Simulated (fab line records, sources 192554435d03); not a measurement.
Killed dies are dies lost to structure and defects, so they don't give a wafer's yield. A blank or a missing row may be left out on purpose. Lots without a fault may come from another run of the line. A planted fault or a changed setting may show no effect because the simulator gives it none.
Chamber matching | flow n5_finfet | N5_BEOL_M7_VIA_ETCH_34 on rie_diel-02: 4 sister chambers
The step etches SiCOH lowk in C4F6/O2, target depth 125.5 nm, time 50.5 s. 16 wafers are shown with their chamber, then 8 later ones without.

WAFERS WITH THEIR CHAMBER
wafer  | chamber | drypump_motor_current_A (A) | showerhead_plenum_p_Torr (Torr) | throttle_valve_pct (%)
L075.2 | 0       | 4.8                         | 2.90                            | 20.81
L075.3 | 2       | 6.0                         | 2.77                            | 20.95
L075.4 | 0       | 4.8                         | 2.90                            | 20.81
L078.1 | 1       | 5.6                         | 2.72                            | 21.12
L078.3 | 2       | 6.1                         | 2.77                            | 20.96
L078.5 | 2       | 6.1                         | 2.77                            | 20.96
L083.1 | 1       | 5.6                         | 2.72                            | 21.11
L083.4 | 2       | 6.0                         | 2.77                            | 20.96
L083.6 | 0       | 4.8                         | 2.89                            | 20.82
L088.2 | 2       | 6.1                         | 2.77                            | 20.97
L088.4 | 0       | 4.8                         | 2.89                            | 20.80
L088.5 | 0       | 4.8                         | 2.89                            | 20.82
L093.1 | 3       | 5.9                         | 2.70                            | 20.89
L093.3 | 3       | 5.9                         | 2.70                            | 20.87
L093.5 | 3       | 5.9                         | 2.70                            | 20.88
L096.1 | 1       | 5.6                         | 2.70                            | 21.17

SIGNATURES (means of the wafers above)
reading                  | chamber 0 | chamber 1 | chamber 2 | chamber 3 | scatter within a chamber
drypump_motor_current_A  | 4.800     | 5.600     | 6.060     | 5.900     | 0.0316
showerhead_plenum_p_Torr | 2.8940    | 2.7133    | 2.7700    | 2.7000    | 0.00568
throttle_valve_pct       | 20.8120   | 21.1333   | 20.9600   | 20.8800   | 0.0151
Rule: a wafer's distance from a chamber is the root of the sum, over the readings, of the square of ((its reading less the chamber's mean) divided by the reading's scatter). The wafer belongs to the nearest chamber; if the next one is less than 2 further off, it can't be placed. The scatter: the root of (the sum of the squares of (reading less its chamber's mean) over the shown wafers, divided by (wafers less chambers)).

WAFERS WITHOUT THEIR CHAMBER
wafer  | drypump_motor_current_A (A) | showerhead_plenum_p_Torr (Torr) | throttle_valve_pct (%)
L096.2 | 6.0                         | 2.75                            | 21.00
L096.3 | 4.8                         | 2.88                            | 20.85
L095.1 | 6.1                         | 2.75                            | 21.03
L095.2 | 5.6                         | 2.70                            | 21.18
L095.4 | 5.9                         | 2.70                            | 20.89
L097.4 | 5.9                         | 2.70                            | 20.91
L097.5 | 5.6                         | 2.70                            | 21.17
L097.6 | 6.0                         | 2.75                            | 21.03

WHICH CHAMBER EACH WENT THROUGH
wafer  | from the rows above | in truth
L096.2 | 2                   | 2
L096.3 | 0                   | 0
L095.1 | 2                   | 2
L095.2 | 1                   | 1
L095.4 | 3                   | 3
L097.4 | 3                   | 3
L097.5 | 1                   | 1
L097.6 | 2                   | 2
Placed correctly: 8 of 8. Can't be placed from these rows: 0. Placed wrongly: 0.
